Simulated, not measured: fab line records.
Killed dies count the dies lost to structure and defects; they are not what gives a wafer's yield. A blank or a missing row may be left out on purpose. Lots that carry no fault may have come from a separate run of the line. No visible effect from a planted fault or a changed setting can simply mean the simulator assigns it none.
fab line records | flow nandHarc | part 1 of 2: steps 1 to 23 of 38
record: lots: 5 wafers: 15 lastDay: 24
route steps=1159 shown P_M1@292 P_M2@318
lots untouched by any fault: they come from a run of this same line in which no faults occurred
startH: start of the lot's first displayed wafer, in hours after the record's first day | waitH: hours elapsed since this lot's preceding step | " identical to the entry in the row above | L1.1+2: a single row standing in for several wafers | - no value, or no start was given | * or withheld: withheld | < > ~ a bound
route shown NAME@n: names a module that has steps shown in the file, with the first one's number in the route | usual: average and standard deviation across the fault-free wafers | same: alike in all rows | chamber/n: place in a boat | sites: readings site by site | _std_site: the values' standard deviation | _edge_site: outer sites' mean less inner sites' | radiusMm: how far each site lies from the wafer's centre | mask NAME#n: copy n | behind: the most recent tool/chamber to have shaped the wafer | hold: cause of the lot's hold/its duration in hours/its outcome | device: names the non-switching transistor (n, p or np) | end of line: at the end of the route, the tests of the same wafers | where a step has no rows: the recipe by itself | killed: not the wafer's yield, but the dies lost to structure and defects at the first sort | map: dies across one wafer; x = killed, . = not, _ = none there
set.NAME: the setting the step ran with; set.NAME@STEP: the setting that earlier step ran with | model.NAME: the simulator's own value behind a step, which no gauge read
a table for each step, a row for each wafer; lots at some steps of the route
services: the hour from which a tool's chamber was out of use, counted from the record's first day as startH (under 0 if before that day), plus the number of hours and why
== steps ==
step: NHARC_P_M1_EXPOSE_06
recipe: na: 1.35 targetCdNm: 130 doseMj: 81.88 maskId: P_M1
columns lot.wafer tool chamber startH waitH mask
L076.1+2+4 arfiScanner-03 0 137.10 - P_M1#0
L082.1+5+6 arfiScanner-02 0 168.20 - P_M1#0
L089.1+5+6 arfiScanner-03 0 208.04 - P_M1#0
L094.1+2+5 arfiScanner-02 0 239.53 - P_M1#0
L097.2+5+6 arfiScanner-02 0 250.68 - P_M1#0
step: NHARC_P_M1_PEB_07
recipe: pebTempC: 100 pebTimeS: 65
columns lot.wafer tool chamber startH waitH
L076.1+2+4 lithoTrack-01 0 137.16 0.1
L082.1+5+6 lithoTrack-01 0 168.27 0.1
L089.1+5+6 lithoTrack-06 0 208.10 0.1
L094.1+2+5 lithoTrack-04 0 239.59 0.1
L097.2+5+6 lithoTrack-06 0 250.74 0.1
step: NHARC_P_M1_DEVELOP_08
recipe: developTimeS: 35 devTempC: 23
columns lot.wafer tool chamber startH waitH
L076.1+2+4 lithoTrack-01 0 - -
L082.1+5+6 lithoTrack-01 0 - -
L089.1+5+6 lithoTrack-06 0 - -
L094.1+2+5 lithoTrack-04 0 - -
L097.2+5+6 lithoTrack-06 0 - -
step: NHARC_P_M1_CD_MEAS_09
recipe: targetCdNm: 130 landingEnergyEv: 500
usual: cdNm: 130.1/0.5
columns lot.wafer tool chamber startH waitH cdNm
L076.1 cdSem-03 0 137.24 - 129.7
L076.2 " 0 " " 129.8
L076.4 " 0 " " 130.1
L082.1 cdSem-02 0 168.35 - 130.0
L082.5 " 0 " " 130.0
L082.6 " 0 " " 129.7
L089.1 cdSem-02 0 208.18 - 129.5
L089.5 " 0 " " 130.0
L089.6 " 0 " " 129.1
L094.1 cdSem-03 0 239.67 - 129.2
L094.2 " 0 " " 130.4
L094.5 " 0 " " 130.0
L097.2 cdSem-01 0 250.82 - 131.3
L097.5 " 0 " " 131.0
L097.6 " 0 " " 130.6
step: NHARC_P_M1_OVL_MEAS_10
recipe: pitchNm: 260
usual: overlayXNm: -0.1/0.85 overlayYNm: -0.1/0.65
columns lot.wafer tool chamber startH waitH overlayXNm overlayYNm
L076.1 overlay-02 - 137.33 - -0.9 0.3
L076.2 " - " " -0.9 0.4
L076.4 " - " " -1.1 0.7
L082.1 overlay-02 - 168.44 - -0.5 -1.5
L082.5 " - " " -0.8 -0.7
L082.6 " - " " -0.6 -1.1
L089.1 overlay-01 - 208.27 - 0.8 -0.1
L089.5 " - " " 0.0 -0.6
L089.6 " - " " 0.8 -1.1
L094.1 overlay-01 - 239.76 - 0.0 0.2
L094.2 " - " " -0.4 -0.9
L094.5 " - " " -0.5 -0.4
L097.2 overlay-02 - 250.90 - 0.8 0.2
L097.5 " - " " 1.2 0.2
L097.6 " - " " 0.7 -0.5
step: NHARC_P_M1_INSPECT_11
usual: rawDefectCount: 4.2/2.5
columns lot.wafer tool chamber startH waitH rawDefectCount
L076.1 defectInspect-02 - 137.37 0.0 5
L076.2 " - " " 7
L076.4 " - " " 8
L082.1 defectInspect-01 - 168.47 0.0 5
L082.5 " - " " 4
L082.6 " - " " 6
L089.1 defectInspect-02 - 208.31 0.0 4
L089.5 " - " " 1
L089.6 " - " " 3
L094.1 defectInspect-01 - 239.79 0.0 3
L094.2 " - " " 2
L094.5 " - " " 2
L097.2 defectInspect-01 - 250.94 0.0 8
L097.5 " - " " 6
L097.6 " - " " 2
step: NHARC_P_M1_DESCUM_14
recipe: timeS: 3 o2FlowSccm: 200 arFlowSccm: 0 biasPowerW: 0 chemistry: O2
usual: chamberPressureMTorr: 60.01/0.056 drypumpMotorCurrentA: 5.7/0.39 oesProductAu: 0.998/0.0068 rfVppV: 57.7/0.85 showerheadPlenumPTorr: 1.88/0.078 throttleValvePct: 11.312/0.0085
columns lot.wafer tool chamber startH waitH chamberPressureMTorr drypumpMotorCurrentA oesProductAu rfHoursCounterH rfVppV showerheadPlenumPTorr throttleValvePct
L076.4 rieDiel-01 3 137.43 0.1 60.03 5.4 0.988 4 56.8 1.86 11.308
L076.2 " 0 " " 60.10 5.6 1.006 4 56.5 1.81 11.300
L076.1 " 2 " " 59.88 5.7 0.990 4 57.5 1.89 11.323
L082.1 rieDiel-06 0 168.56 0.1 60.02 6.3 0.992 6 57.4 1.81 11.303
L082.6 " 1 " " 59.98 5.2 0.999 - 57.2 1.79 11.315
L082.5 " 2 " " 59.88 5.9 0.994 - 57.1 1.79 11.307
L089.1 rieDiel-06 0 208.38 0.1 59.96 6.3 1.000 10 57.1 1.81 11.306
L089.5 " 3 " " 60.09 5.4 0.992 - 58.5 2.01 11.305
L089.6 " 0 " " 60.01 6.3 0.998 - 58.8 1.81 11.302
L094.2 rieDiel-03 0 239.87 0.1 59.96 6.1 1.002 1 58.1 1.87 11.318
L094.1 " 1 " " 59.96 5.0 0.998 1 56.8 2.00 11.303
L094.5 " 3 " " 59.96 6.1 1.000 - 58.8 1.95 11.319
L097.2 rieDiel-06 3 251.00 0.1 59.97 5.4 0.988 0 58.6 2.01 11.297
L097.6 " 3 " " 60.01 5.4 0.998 - 59.1 2.01 11.303
L097.5 " 0 " " 60.05 6.3 0.984 - 58.1 1.80 11.313
step: NHARC_P_M1_ETCH_35
recipe: targetDepthA: 400 overetchA: 120 timeS: 43.94 ionEnergyEv: 200 n2FlowSccm: 150 h2FlowSccm: 150 arFlowSccm: 0 rfW: 400 biasW: 150 chemistry: N2/H2
usual: chamberPressureMTorr: 30.003/0.028 drypumpMotorCurrentA: 5.7/0.39 n2FlowSccm: 150.0/0.47 oesProductAu: 1.000/0.007 rfVppV: 429.6/2.5 showerheadPlenumPTorr: 2.00/0.086 throttleValvePct: 14.172/0.0088
columns lot.wafer tool chamber startH waitH chamberPressureMTorr drypumpMotorCurrentA n2FlowSccm oesProductAu rfHoursCounterH rfVppV showerheadPlenumPTorr throttleValvePct
L076.4 rieDiel-01 1 137.51 0.1 29.988 5.5 150.6 1.000 4 430.8 2.04 14.182
L076.1 " 3 " " 29.968 5.4 149.7 1.010 4 427.2 1.98 14.165
L076.2 " 0 " " 29.970 5.6 150.0 1.002 4 427.4 1.93 14.167
L082.1 rieDiel-06 3 168.62 0.1 30.011 5.4 150.3 1.001 7 433.9 2.15 14.178
L082.5 " 2 " " 30.032 5.9 149.4 1.001 - 427.0 1.90 14.167
L082.6 " 3 " " 30.007 5.4 149.5 1.002 - 432.8 2.15 14.162
L089.1 rieDiel-06 3 208.48 0.1 30.001 5.4 150.4 0.996 11 432.0 2.15 14.177
L089.5 " 2 " " 29.970 5.9 149.9 0.987 - 426.8 1.90 14.185
L089.6 " 3 " " 29.967 5.4 150.6 0.997 - 433.1 2.15 14.160
L094.2 rieDiel-03 1 239.94 0.1 29.931 5.0 150.2 0.998 1 432.1 2.13 14.178
L094.1 " 2 " " 29.984 5.8 150.1 1.017 1 431.2 2.04 14.178
L094.5 " 2 " " 29.994 5.8 150.0 1.013 - 430.7 2.04 14.155
L097.2 rieDiel-06 1 251.09 0.1 29.992 5.2 149.9 0.993 0 427.9 1.91 14.188
L097.5 " 1 " " 30.008 5.2 150.1 1.006 - 428.1 1.91 14.175
L097.6 " 2 " " 29.981 5.9 150.0 1.001 - 424.8 1.90 14.177
step: NHARC_P_M1_ETCH_15
recipe: targetDepthA: 1825 timeS: 91.2 c4f8FlowSccm: withheld arFlowSccm: 400 rfW: 600 biasW: 300 chemistry: C4F8/Ar
usual: chamberPressureMTorr: 25.00/0.03 oesProductAu: 0.953/0.021 rfVppV: 439.6/2.4
columns lot.wafer tool chamber startH waitH chamberPressureMTorr oesProductAu rfHoursCounterH rfVppV
L076.1 rieDiel-01 1 - - 25.01 0.918 4 442.8
L076.2 " 2 " " 24.96 0.915 4 440.6
L076.4 " 0 " " 24.97 0.928 4 437.5
L082.1 rieDiel-06 0 - - 24.98 0.973 6 437.2
L082.5 " 2 " " 25.01 0.961 - 436.6
L082.6 " 3 " " 25.04 0.988 - 443.0
L089.1 rieDiel-06 2 - - 25.01 0.950 10 436.5
L089.5 " 0 " " 24.96 0.960 - 437.7
L089.6 " 3 " " 24.98 0.958 - 441.9
L094.1 rieDiel-03 0 - - 24.99 0.974 1 439.1
L094.2 " 2 " " 24.98 0.966 1 441.2
L094.5 " 0 " " 25.03 0.973 - 440.4
L097.2 rieDiel-06 1 - - 24.99 0.979 0 436.0
L097.6 " 2 " " 24.97 0.973 - 437.5
L097.5 " 3 " " 25.04 0.954 - 442.2
step: NHARC_P_M1_CD_MEAS_16
usual: cdNm: 130.1/0.57
columns lot.wafer tool chamber startH waitH cdNm
L076.1 cdSem-01 - 137.73 - 130.0
L076.2 " - " " 129.7
L076.4 " - " " 130.4
L082.1 cdSem-03 - 168.84 - 130.9
L082.5 " - " " 130.1
L082.6 " - " " 130.3
L089.1 cdSem-02 - 208.72 - 129.7
L089.5 " - " " 129.7
L089.6 " - " " 129.5
L094.1 cdSem-03 - 240.16 - 129.9
L094.2 " - " " 130.3
L094.5 " - " " 129.7
L097.2 cdSem-02 - 251.31 - 130.5
L097.5 " - " " 131.1
L097.6 " - " " 130.0
step: NHARC_P_M1_STRIP_18
recipe: powerW: 1000 n2FlowSccm: 150 h2FlowSccm: 150 arFlowSccm: 0 biasW: 0 chemistry: N2/H2
usual: chamberPressureMTorr: 30.00/0.031 drypumpMotorCurrentA: 5.7/0.38 n2FlowSccm: 150.0/0.46 oesProductAu: 1.000/0.0065 rfVppV: 90.5/1 showerheadPlenumPTorr: 2.02/0.077 throttleValvePct: 14.171/0.0096
columns lot.wafer tool chamber startH waitH chamberPressureMTorr drypumpMotorCurrentA n2FlowSccm oesProductAu rfHoursCounterH rfVppV showerheadPlenumPTorr throttleValvePct
L076.1 rieDiel-03 1 137.81 0.1 30.03 5.0 149.9 0.999 6 92.8 2.13 14.182
L076.2 " 2 " " 29.97 5.8 149.9 1.012 6 89.9 2.04 14.154
L076.4 " 3 " " 29.98 6.1 150.0 1.003 6 90.7 2.08 14.148
L082.1 rieDiel-01 2 168.99 0.2 30.06 5.7 150.2 1.002 0 89.6 2.02 14.160
L082.5 " 3 " " 30.07 5.4 150.4 0.999 - 89.0 1.98 14.172
L082.6 " 0 " " 29.97 5.6 150.6 1.003 - 89.4 1.93 14.184
L089.1 rieDiel-01 3 208.82 0.1 29.96 5.5 150.6 0.988 2 91.1 1.98 14.162
L089.5 " 2 " " 29.99 5.7 150.1 0.993 - 90.3 2.02 14.168
L089.6 " 3 " " 30.05 5.4 150.0 1.003 - 89.8 1.98 14.183
L094.1 rieDiel-01 3 240.29 0.1 30.12 5.4 149.0 1.005 2 89.0 1.98 14.174
L094.2 " 0 " " 29.96 5.6 150.9 0.998 2 90.4 1.93 14.157
L094.5 " 2 " " 30.07 5.7 149.9 1.000 - 90.6 2.02 14.176
L097.2 rieDiel-03 0 251.38 0.1 29.98 6.1 150.0 0.999 1 90.6 1.99 14.169
L097.5 " 0 " " 30.02 6.1 149.2 0.996 - 88.6 1.99 14.171
L097.6 " 1 " " 29.95 5.0 149.7 1.005 - 90.6 2.13 14.177
step: NHARC_P_M1_ETCH_28
recipe: targetDepthA: 300 overEtchFrac: 0.3 timeS: 72.99 ionEnergyEv: 150 cf4FlowSccm: 50 n2FlowSccm: 100 arFlowSccm: 150 rfW: 300 biasW: 100 chemistry: CF4/N2
usual: cf4FlowSccm: 50.02/0.17 chamberPressureMTorr: 30.002/0.029 drypumpMotorCurrentA: 5.7/0.38 n2FlowSccm: 100.01/0.3 oesProductAu: 0.999/0.0068 rfVppV: 313.6/1.8 showerheadPlenumPTorr: 2.59/0.092 throttleValvePct: 19.794/0.0095
columns lot.wafer tool chamber startH waitH cf4FlowSccm chamberPressureMTorr drypumpMotorCurrentA n2FlowSccm oesProductAu rfHoursCounterH rfVppV showerheadPlenumPTorr throttleValvePct
L076.4 rieDiel-03 0 - - 50.07 29.958 6.1 99.69 0.999 6 313.8 2.57 19.801
L076.2 " 1 " " 50.15 29.972 5.0 100.15 1.003 6 315.1 2.73 19.775
L076.1 " 2 " " 50.09 30.008 5.8 100.36 1.007 6 313.9 2.63 19.806
L082.1 rieDiel-01 3 - - 50.03 29.960 5.4 100.06 0.997 0 312.6 2.56 19.794
L082.6 " 3 " " 49.96 30.025 5.4 100.44 1.009 - 312.9 2.56 19.781
L082.5 " 0 " " 50.28 30.000 5.6 100.00 1.004 - 311.8 2.49 19.785
L089.1 rieDiel-01 2 - - 49.86 29.979 5.7 100.31 1.002 1 312.9 2.60 19.800
L089.6 " 3 " " 50.31 29.979 5.5 100.36 1.000 - 312.6 2.56 19.801
L089.5 " 0 " " 49.85 29.988 5.5 99.86 1.008 - 311.1 2.49 19.813
L094.2 rieDiel-01 1 - - 49.96 30.009 5.5 100.05 0.999 3 314.8 2.63 19.788
L094.1 " 2 " " 49.95 29.992 5.7 99.95 1.006 2 313.5 2.60 19.778
L094.5 " 0 " " 49.98 29.947 5.5 100.20 0.998 - 312.1 2.49 19.795
L097.2 rieDiel-03 1 - - 50.31 29.976 5.0 99.93 0.982 2 315.5 2.73 19.783
L097.6 " 2 " " 49.83 30.002 5.9 100.38 1.001 - 313.3 2.62 19.793
L097.5 " 3 " " 50.10 30.009 6.1 100.02 0.988 - 315.0 2.67 19.769
step: NHARC_P_M1_STRIP_19
recipe: timeS: 600 tempC: 30 chemistry: postEtchResidueRemover
columns lot.wafer tool chamber startH waitH
L076.2+1+4 wetBench-10 4,7,0 138.17 -
L082.1+6+5 wetBench-08 3,4,5 169.30 -
L089.5+6+1 wetBench-08 2,5,7 209.17 -
L094.2+5+1 wetBench-10 6,7,1 240.61 -
L097.5+2+6 wetBench-08 1,4,5 251.75 -
step: NHARC_P_M1_DEGAS_29
recipe: tempC: 250 timeS: 60
usual: heaterPowerW: 324/21
columns lot.wafer tool chamber startH waitH heaterPowerW
L076.4 pvdSputter-02 - 138.44 - 302
L076.2 " - " " 309
L076.1 " - " " 315
L082.1 pvdSputter-03 - 169.58 - 344
L082.5 " - " " 341
L082.6 " - " " 344
L089.1 pvdSputter-01 - 209.44 - 297
L089.5 " - " " 364
L089.6 " - " " 294
L094.2 pvdSputter-02 - 240.88 - 319
L094.1 " - " " 296
L094.5 " - " " 317
L097.2 pvdSputter-01 - 252.03 - 354
L097.5 " - " " 321
L097.6 " - " " 308
step: NHARC_P_M1_PRE_CLEAN_30
recipe: timeS: 30 tempC: 280 gas: H2/He
usual: heaterPowerW: 397/25
columns lot.wafer tool chamber startH waitH heaterPowerW
L076.2 pvdSputter-02 - - - 371
L076.1 " - " " 381
L076.4 " - " " 369
L082.1 pvdSputter-03 - - - 430
L082.5 " - " " 417
L082.6 " - " " 405
L089.1 pvdSputter-01 - - - 378
L089.5 " - " " 367
L089.6 " - " " 447
L094.2 pvdSputter-02 - - - 385
L094.1 " - " " 351
L094.5 " - " " 390
L097.2 pvdSputter-01 - - - 367
L097.6 " - " " 365
L097.5 " - " " 395
step: NHARC_P_M1_PVD_20
recipe: targetThkA: 50 biasV: 168.6 powerW: 15000 chamberPressurePa: 0.12 timeS: 8.06 substrateTempC: 50 material: TaN
usual: throttleValvePct: 29.7/1.1
columns lot.wafer tool chamber startH waitH throttleValvePct
L076.2 pvdSputter-02 - - - 30.5
L076.4 " - " " 29.6
L076.1 " - " " 31.2
L082.1 pvdSputter-03 - - - 28.6
L082.6 " - " " 30.0
L082.5 " - " " 28.7
L089.1 pvdSputter-01 - - - 28.4
L089.5 " - " " 30.8
L089.6 " - " " 29.4
L094.1 pvdSputter-02 - - - 30.1
L094.2 " - " " 30.7
L094.5 " - " " 30.2
L097.2 pvdSputter-01 - - - 29.7
L097.6 " - " " 27.2
L097.5 " - " " 30.6
step: NHARC_P_M1_PVD_21
recipe: targetThkA: 300 chamberPressurePa: 5 powerW: 5000 substrateTempC: 30 timeS: 20.49 material: Cu
usual: throttleValvePct: 29.8/1.1
columns lot.wafer tool chamber startH waitH throttleValvePct
L076.1 pvdSputter-02 - - - 30.6
L076.4 " - " " 30.5
L076.2 " - " " 31.1
L082.1 pvdSputter-03 - - - 31.2
L082.5 " - " " 28.6
L082.6 " - " " 30.9
L089.1 pvdSputter-01 - - - 30.8
L089.5 " - " " 30.4
L089.6 " - " " 29.8
L094.2 pvdSputter-02 - - - 30.1
L094.1 " - " " 30.1
L094.5 " - " " 29.9
L097.2 pvdSputter-01 - - - 27.5
L097.6 " - " " 27.6
L097.5 " - " " 30.4
step: NHARC_P_M1_ECD_22
recipe: targetThkA: 4000 bathTempC: 25 material: Cu
columns lot.wafer tool chamber startH waitH
L076.1+2+4 ecdCu-01 1,0,1 138.80 -
L082.1+5+6 ecdCu-01 1,1,0 170.17 -
L089.1+5+6 ecdCu-02 0,1,0 209.85 -
L094.2+1+5 ecdCu-02 0,1,0 241.23 -
L097.2+5+6 ecdCu-02 1,1,0 252.38 -
step: NHARC_P_M1_ANNEAL_31
recipe: tempC: 225 timeS: 90
usual: wafer_temp_C_max: 225.98/0.25
columns lot.wafer tool chamber startH waitH wafer_temp_C_max
L076.1 rtpAnneal-02 0 139.18 0.3 226.33
L076.2 " 0 " " 225.83
L076.4 " 0 " " 226.06
L082.1 rtpAnneal-01 0 170.57 - 225.75
L082.5 " 0 " " 225.87
L082.6 " 0 " " 225.66
L089.1 rtpAnneal-02 0 210.18 0.3 226.00
L089.5 " 0 " " 225.53
L089.6 " 0 " " 225.55
L094.1 rtpAnneal-01 0 241.61 0.3 226.09
L094.2 " 0 " " 225.82
L094.5 " 0 " " 226.47
L097.2 rtpAnneal-02 0 252.80 - 225.54
L097.5 " 0 " " 225.96
L097.6 " 0 " " 225.97
step: NHARC_P_M1_CMP_23
recipe: tOverpolishS: 20 targetThkNm: 157.82
usual: motorCurrentA: 12.6/1.2 timeToEndpointS: 29.1/2.3
columns lot.wafer tool chamber startH waitH motorCurrentA timeToEndpointS
L076.1 cmp-04 3 139.62 - 14.0 26.6
L076.2 " 0 " " 11.9 30.3
L076.4 " 2 " " 14.4 27.0
L082.1 cmp-02 2 170.97 - 13.2 28.3
L082.6 " 0 " " 12.0 27.9
L082.5 " 1 " " 9.9 26.1
L089.1 cmp-03 0 210.52 - 12.2 25.3
L089.5 " 0 " " 12.5 25.1
L089.6 " 1 " " 13.8 28.7
L094.2 cmp-04 1 242.07 - 14.4 30.3
L094.1 " 2 " " 13.2 29.6
L094.5 " 3 " " 13.1 29.3
L097.2 cmp-03 0 253.18 - 12.4 28.8
L097.5 " 1 " " 14.2 29.9
L097.6 " 2 " " 13.1 28.6
step: NHARC_P_M1_THK_MEAS_24
recipe: thkMeasGauge: xrf
usual: thkNm: 158.1/1.4
columns lot.wafer tool chamber startH waitH thkNm
L076.1 filmMetro-02 - 139.94 - 155.7
L076.2 " - " " 160.7
L076.4 " - " " 160.7
L082.1 filmMetro-01 - 171.24 - 160.4
L082.5 " - " " 157.7
L082.6 " - " " 157.8
L089.1 filmMetro-01 - 210.83 - 158.0
L089.5 " - " " 158.3
L089.6 " - " " 157.5
L094.1 filmMetro-02 - 242.34 - 159.3
L094.2 " - " " 156.7
L094.5 " - " " 158.3
L097.2 filmMetro-02 - 253.41 - 157.4
L097.5 " - " " 158.5
L097.6 " - " " 159.7
step: NHARC_P_M1_SRD_25
columns lot.wafer tool chamber startH waitH
L076.1+2+4 wetBench-08 6,7,2 139.98 0.0
L082.5+6+1 wetBench-08 6,0,1 171.29 0.0
L089.5+6+1 wetBench-08 5,1,2 210.88 0.0
L094.5+1+2 wetBench-10 2,3,5 242.39 0.0
L097.2+5+6 wetBench-08 1,5,6 253.45 0.0
step: NHARC_P_M1_INSPECT_27
usual: rawDefectCount: 302/130
columns lot.wafer tool chamber startH waitH rawDefectCount
L076.1 defectInspect-01 - 140.10 0.0 419
L076.2 " - " " 761
L076.4 " - " " 241
L082.1 defectInspect-01 - 171.40 0.0 188
L082.5 " - " " 341
L082.6 " - " " 503
L089.1 defectInspect-02 - 211.00 0.0 278
L089.5 " - " " 382
L089.6 " - " " 366
L094.1 defectInspect-02 - 242.49 0.0 203
L094.2 " - " " 165
L094.5 " - " " 130
L097.2 defectInspect-01 - 253.57 0.0 693
L097.5 " - " " 641
L097.6 " - " " 454
